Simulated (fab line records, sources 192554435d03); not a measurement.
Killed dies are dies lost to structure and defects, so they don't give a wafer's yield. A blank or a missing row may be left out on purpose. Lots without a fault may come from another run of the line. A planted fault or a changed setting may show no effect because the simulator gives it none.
Split-lot experiment | flow n5_finfet | 7 lots, 21 wafers read, on a route of 1938 steps

THE SPLIT
At N5_FIN_CUT_COAT_19 (time 60 s, resist thk 20 nm), the setting spin_rpm was moved away from the recipe's 1500 rpm on 4 of the 21 wafers read, by -5.2% to +10.6%. The other wafers ran this setting at the recipe's value.

FROM THE SPLIT TO THE READING: what the file shows between them, 4 steps
- N5_FIN_CUT_COAT_29: time 60 s, resist thk 10 nm
- N5_FIN_CUT_COAT_02: resist thk 30 nm
- N5_FIN_CUT_DESCUM_13: chemistry O2, time 7 s
- N5_FIN_CUT_ETCH_30: etches underlayer in N2/H2, target depth 13 nm, time 10.4 s

THE READING
etch.depth_nm (the simulator's own value, which no gauge read), in nm, at N5_FIN_CUT_ETCH_20 (etches SiARC in CF4, target depth 26 nm, time 43.3 s). The file gives no usual value for it. The 17 wafers here that ran the recipe average 20.06 nm, standard deviation 0.045 nm.

wafer  | tool, chamber at the split | spin_rpm as run, rpm | against the recipe | etch.depth_nm, nm | against lot-mates on the recipe
L079.2 | litho_track-05, 0          | 1500                 | recipe             | 20.05             | -
L079.3 | litho_track-05, 0          | 1500                 | recipe             | 20.02             | -
L079.4 | litho_track-05, 0          | 1500                 | recipe             | 20.08             | -
L081.3 | litho_track-02, 0          | 1500                 | recipe             | 20.07             | -
L081.5 | litho_track-02, 0          | 1500                 | recipe             | 20.02             | -
L081.6 | litho_track-02, 0          | 1500                 | recipe             | 20.09             | -
L085.1 | litho_track-05, 0          | 1500                 | recipe             | 20.13             | -
L085.4 | litho_track-05, 0          | 1659                 | +10.6%             | 19.16             | -0.96
L085.6 | litho_track-05, 0          | 1500                 | recipe             | 20.12             | -
L088.2 | litho_track-04, 0          | 1500                 | recipe             | 20.01             | -
L088.3 | litho_track-04, 0          | 1500                 | recipe             | 20.04             | -
L088.4 | litho_track-04, 0          | 1500                 | recipe             | 20.12             | -
L089.2 | litho_track-02, 0          | 1500                 | recipe             | 20.11             | -
L089.5 | litho_track-02, 0          | 1500                 | recipe             | 20.03             | -
L089.6 | litho_track-02, 0          | 1500                 | recipe             | 20.06             | -
L094.2 | litho_track-02, 0          | 1604                 | +6.9%              | 19.31             | -0.72
L094.3 | litho_track-02, 0          | 1604                 | +6.9%              | 19.36             | -0.67
L094.4 | litho_track-02, 0          | 1500                 | recipe             | 20.03             | -
L096.1 | litho_track-05, 0          | 1422                 | -5.2%              | 20.58             | +0.59
L096.2 | litho_track-05, 0          | 1500                 | recipe             | 20.01             | -
L096.4 | litho_track-05, 0          | 1500                 | recipe             | 19.97             | -

THE FIT
A straight line over all 21 wafers: etch.depth_nm changes by -0.0944 nm for each +1% of spin_rpm; r = -0.99; the points scatter about the line by 0.055 nm.
The same after taking each lot's own level away (the mean of its wafers on the recipe; 21 wafers): -0.0978 nm for each +1%; r = -0.99; scatter 0.038 nm.
On that fit, the largest move of spin_rpm shifts the reading by 1 nm.
The lots' own levels span 19.990 to 20.125 nm, that is 3.0 times the standard deviation above.
So the lot-to-lot level changes the slope little: the two slopes agree.
Check: with one of the wafers moved furthest among these (+10.6%) left out of the fit, the line predicts -1.09 nm for it against its lot-mates. It came out at -0.965 nm against them.

OTHER SPLITS ON THESE WAFERS
These wafers also went through other splits before the reading. Each is held against what the fit with the lots' levels taken away leaves over:
other split on the same wafers         | wafers away from the commonest value | r with etch.depth_nm (lot level and that fit taken away)
N5_ZERO_LAYER_PECVD_02 time_s          | 2                                    | -0.16
N5_PMOS_HMC_CHANNEL_EPI_ETCH_32 bias_w | 5                                    | -0.33
N5_FIN_SAQP_ETCH_52 source_w           | 9                                    | +0.22
N5_FIN_SAQP_SPACER1_ALD_24 ald_cycles  | 7                                    | +0.05
N5_FIN_SAQP_FIN_ETCH_36 icp_w          | 5                                    | +0.21

THE WHOLE CHAIN: every reading that the file lists as answering this split, in the file's order
step               | what it does                                         | reading                                                                          | change (the file's fit)                | r (the file's)
N5_FIN_CUT_COAT_19 | time 60 s, resist thk 20 nm                          | SiARC_of_FIN_CUT_COAT_19.thk_nm (the simulator's own value, which no gauge read) | -0.0954 nm for each +1% of the setting | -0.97
N5_FIN_CUT_ETCH_20 | etches SiARC in CF4, target depth 26 nm, time 43.3 s | etch.depth_nm (the simulator's own value, which no gauge read)                   | -0.0967 nm for each +1% of the setting | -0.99

THE FILE'S OWN FIT
etch.depth_nm changes by -0.0967 nm for each +1% of spin_rpm, r = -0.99.
